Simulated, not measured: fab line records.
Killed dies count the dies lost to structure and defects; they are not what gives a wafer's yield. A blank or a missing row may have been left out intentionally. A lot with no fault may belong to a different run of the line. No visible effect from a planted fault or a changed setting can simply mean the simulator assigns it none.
The tool behind it: which one? + flow n5 finfet + route of 1938 steps, sampled at 1 step: 6 lots, 14 wafers

WHAT THE GAUGES READ, wafer by wafer
N5_BEOL_M4_RC_MEAS_101.
| lot  | measured     | on        | DIBL_N (mV/V)  |
|------|--------------|-----------|----------------|
| L752 | day 12 12:42 | prober-02 | 38.0 37.4      |
| L756 | day 13 10:34 | prober-01 | 40.2 39.1 38.9 |
| L760 | day 14 05:29 | prober-01 | 39.9 41.5      |
| L761 | day 14 15:04 | prober-02 | 40.5 34.8      |
| L762 | day 15 17:26 | prober-01 | 34.6 39.0      |
| L772 | day 17 18:26 | prober-02 | 36.5 33.3 36.9 |

EACH LOT AND THE TOOL THAT RAN IT (in order: tool; ch and the chambers of the sampled wafers; start)
Before these readings, the record contains no process step.

THE ANSWER, worked out from the rows above alone
Rule: usual is defined by the lots themselves. Put in order of their means at a reading, lots are off if they are a third of the lots or fewer, leave a main group of 4 or more, and stand apart from it by a gap of 3 or more times the standard deviation of the main group's means; of several such gaps the widest counts. The tables above print the reading to a certain number of digits; a main group whose means all agree to those digits is not used. A lot without any number at a reading at which 4 lots or more have one is off too. Where the step has rows for the other lots, those lots are counted as sound.
No lot is off at any reading shown: from this, nothing can be told.

WHAT THE SIMULATOR PUT IN
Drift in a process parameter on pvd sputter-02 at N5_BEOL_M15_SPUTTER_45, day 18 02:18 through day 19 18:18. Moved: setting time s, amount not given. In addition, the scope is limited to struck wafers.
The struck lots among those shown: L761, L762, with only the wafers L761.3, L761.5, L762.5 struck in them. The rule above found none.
